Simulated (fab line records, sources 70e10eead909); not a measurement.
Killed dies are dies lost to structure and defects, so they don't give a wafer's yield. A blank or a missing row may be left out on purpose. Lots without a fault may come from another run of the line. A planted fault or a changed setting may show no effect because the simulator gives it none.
Which tool did it? | flow nand_harc | 13 lots, 39 wafers sampled, at 4 steps of a route of 1302

WHAT THE GAUGES READ, wafer by wafer
NHARC_END_SORT_01. Usual: killed_at_array 61, standard deviation 20; killed_at_other 0.9, standard deviation 1.1; killed_at_periphery 3.7, standard deviation 2.5; killed_dies 65, standard deviation 21; killed_open 3.3, standard deviation 1.8; killed_short 2.3, standard deviation 1.5.
lot  | measured     | on        | killed_at_array | killed_at_other | killed_at_periphery | killed_dies | killed_open | killed_short | flag
L326 | day 29 03:22 | prober-01 | 73 77 66        | 0 1 0           | 5 6 3               | 78 84 69    | 0 3 4       | 4 1 3        |
L329 | day 30 02:36 | prober-02 | 84 167 78       | 2 5 3           | 8 7 2               | 94 179 83   | 6 4 4       | 2 2 2        |

WHICH TOOL RAN EACH LOT (tool, then ch and the chambers of the sampled wafers, then the start)
lot  | NHARC_A_CONTACT_ETCH_75            | NHARC_THIN_TSV_DEP_47           | NHARC_THIN_TSV_STRIP_62
L318 | rie_diel-07 ch 1,2,3, day 22 14:06 | pecvd-04 ch 0,1, day 24 13:51   | plasma_asher-01 ch 0,1, day 24 14:32
L317 | rie_diel-11 ch 0,1,3, day 22 16:52 | pecvd-03 ch 1,2, day 24 15:06   | plasma_asher-02 ch 0,1, day 24 15:52
L319 | rie_diel-06 ch 1,2,3, day 23 04:53 | pecvd-01 ch 1,2, day 25 02:10   | plasma_asher-01 ch 0,1, day 25 02:57
L321 | rie_diel-06 ch 2,3, day 23 11:22   | pecvd-04 ch 0,1,2, day 25 08:09 | plasma_asher-01 ch 0,1, day 25 08:56
L322 | rie_diel-06 ch 0,1,3, day 24 03:37 | pecvd-03 ch 0,1,2, day 26 20:10 | plasma_asher-01 ch 0,1, day 26 21:15
L324 | rie_diel-07 ch 1,3, day 25 01:46   | pecvd-01 ch 0,1, day 27 02:41   | plasma_asher-01 ch 1, day 27 03:28
L325 | rie_diel-07 ch 0,1, day 25 10:37   | pecvd-03 ch 0,1, day 27 07:01   | plasma_asher-02 ch 0, day 27 07:48
L323 | rie_diel-06 ch 0,1, day 25 19:53   | pecvd-01 ch 0,1,2, day 27 18:17 | plasma_asher-01 ch 0,1, day 27 19:25
L326 | rie_diel-06 ch 0,2,3, day 26 09:25 | pecvd-01 ch 0,2, day 28 14:01   | plasma_asher-02 ch 0,1, day 28 14:46
L327 | rie_diel-06 ch 0,2,3, day 26 12:09 | pecvd-04 ch 0,1,2, day 28 16:56 | plasma_asher-02 ch 0,1, day 28 17:47
L329 | rie_diel-07 ch 0,1,3, day 27 13:35 | pecvd-04 ch 0,2, day 29 11:54   | plasma_asher-01 ch 0,1, day 29 12:38
L337 | rie_diel-06 ch 1,3, day 30 17:53   | pecvd-01 ch 0,1, day 32 14:20   | plasma_asher-02 ch 0,1, day 32 15:01
L338 | rie_diel-06 ch 0,3, day 31 09:05   | pecvd-04 ch 0,1,2, day 33 05:24 | plasma_asher-01 ch 1, day 33 06:11
- NHARC_A_CONTACT_ETCH_75: etches the open film in CF4, target depth 39 nm, time 65 s.
- NHARC_THIN_TSV_DEP_47: deposits SiO2, target thk 200 nm.
- NHARC_THIN_TSV_STRIP_62: strips in N2/H2, time 20 s.

WHAT THE TOOLS THEMSELVES READ (means of the sampled wafers that have a number; where no wafer has one, the mark that the record gives instead)
NHARC_A_CONTACT_ETCH_75. Usual: drypump_motor_current_A 5.5 A, standard deviation 0.45; oes_product_au 0.995 a.u., standard deviation 0.0094; rf_vpp_V 151.0 V, standard deviation 1.4; showerhead_plenum_p_Torr 1.76 Torr, standard deviation 0.089; throttle_valve_pct 13.285 %, standard deviation 0.0085.
lot  | tool        | drypump_motor_current_A (A) | oes_product_au (a.u.) | rf_vpp_V (V) | showerhead_plenum_p_Torr (Torr) | throttle_valve_pct (%) | flag
L318 | rie_diel-07 | 5.6                         | 0.995                 | 151.0        | 1.77                            | 13.285                 |
L317 | rie_diel-11 | 5.7                         | 0.995                 | 152.0        | 1.79                            | 13.298                 |
L319 | rie_diel-06 | 5.6                         | 0.988                 | 150.9        | 1.70                            | 13.281                 |
L321 | rie_diel-06 | 5.7                         | 0.997                 | 149.5        | 1.67                            | 13.287                 |
L322 | rie_diel-06 | 5.3                         | 0.987                 | 150.5        | 1.77                            | 13.284                 |
L324 | rie_diel-07 | 6.0                         | 0.998                 | 150.7        | 1.74                            | 13.287                 |
L325 | rie_diel-07 | 5.8                         | 1.004                 | 151.7        | 1.77                            | 13.286                 |
L323 | rie_diel-06 | 5.1                         | 0.989                 | 152.1        | 1.84                            | 13.276                 |
L326 | rie_diel-06 | 5.5                         | 0.988                 | 151.2        | 1.75                            | 13.282                 |
L327 | rie_diel-06 | 5.5                         | 0.997                 | 151.2        | 1.75                            | 13.286                 |
L329 | rie_diel-07 | 5.6                         | 0.995                 | 150.8        | 1.71                            | 13.287                 |
L337 | rie_diel-06 | 5.4                         | 0.991                 | 150.7        | 1.70                            | 13.281                 |
L338 | rie_diel-06 | 5.1                         | 0.997                 | 151.7        | 1.82                            | 13.281                 |

NHARC_THIN_TSV_DEP_47. Usual: throttle_valve_pct 15.9 %, standard deviation 0.67.
lot  | tool     | throttle_valve_pct (%) | flag
L318 | pecvd-04 | 16.0                   |
L317 | pecvd-03 | 15.6                   |
L319 | pecvd-01 | 16.3                   |
L321 | pecvd-04 | 16.2                   |
L322 | pecvd-03 | 15.9                   |
L324 | pecvd-01 | 15.6                   |
L325 | pecvd-03 | 16.2                   |
L323 | pecvd-01 | 15.9                   |
L326 | pecvd-01 | 15.6                   |
L327 | pecvd-04 | 15.9                   |
L329 | pecvd-04 | 15.9                   |
L337 | pecvd-01 | 15.0                   |
L338 | pecvd-04 | 16.0                   |

NHARC_THIN_TSV_STRIP_62. Usual: drypump_motor_current_A 5.7 A, standard deviation 0.41; heater_power_w 365 W, standard deviation 27.
lot  | tool            | drypump_motor_current_A (A) | heater_power_w (W) | flag
L318 | plasma_asher-01 | 5.7                         | 355                |
L317 | plasma_asher-02 | 5.9                         | 370                |
L319 | plasma_asher-01 | 5.4                         | 373                |
L321 | plasma_asher-01 | 5.7                         | 357                |
L322 | plasma_asher-01 | 5.4                         | 374                |
L324 | plasma_asher-01 | 5.1                         | 395                |
L325 | plasma_asher-02 | 6.0                         | 365                |
L323 | plasma_asher-01 | 5.4                         | 379                |
L326 | plasma_asher-02 | 5.9                         | 372                |
L327 | plasma_asher-02 | 6.0                         | 370                |
L329 | plasma_asher-01 | 5.7                         | 354                |
L337 | plasma_asher-02 | 6.0                         | 368                |
L338 | plasma_asher-01 | 5.1                         | 394                |

THE ANSWER, worked out from the rows above alone
Rule: a lot is off if the mean of its wafers that have a number lies more than 3 standard deviations from the usual mean. A lot without any number at a reading at which 4 lots or more have one is off too. The other lots that the step has rows for count as sound. The gauges are gone through in route order, then the tools' own readings, and for those a lot's mean is taken as printed above. The first step at which some lot is off is used, and at that step the reading that is off furthest; a lot without a number counts as furthest.
No lot is off at any reading shown: from this, nothing can be told.

WHAT THE SIMULATOR HAD PUT IN
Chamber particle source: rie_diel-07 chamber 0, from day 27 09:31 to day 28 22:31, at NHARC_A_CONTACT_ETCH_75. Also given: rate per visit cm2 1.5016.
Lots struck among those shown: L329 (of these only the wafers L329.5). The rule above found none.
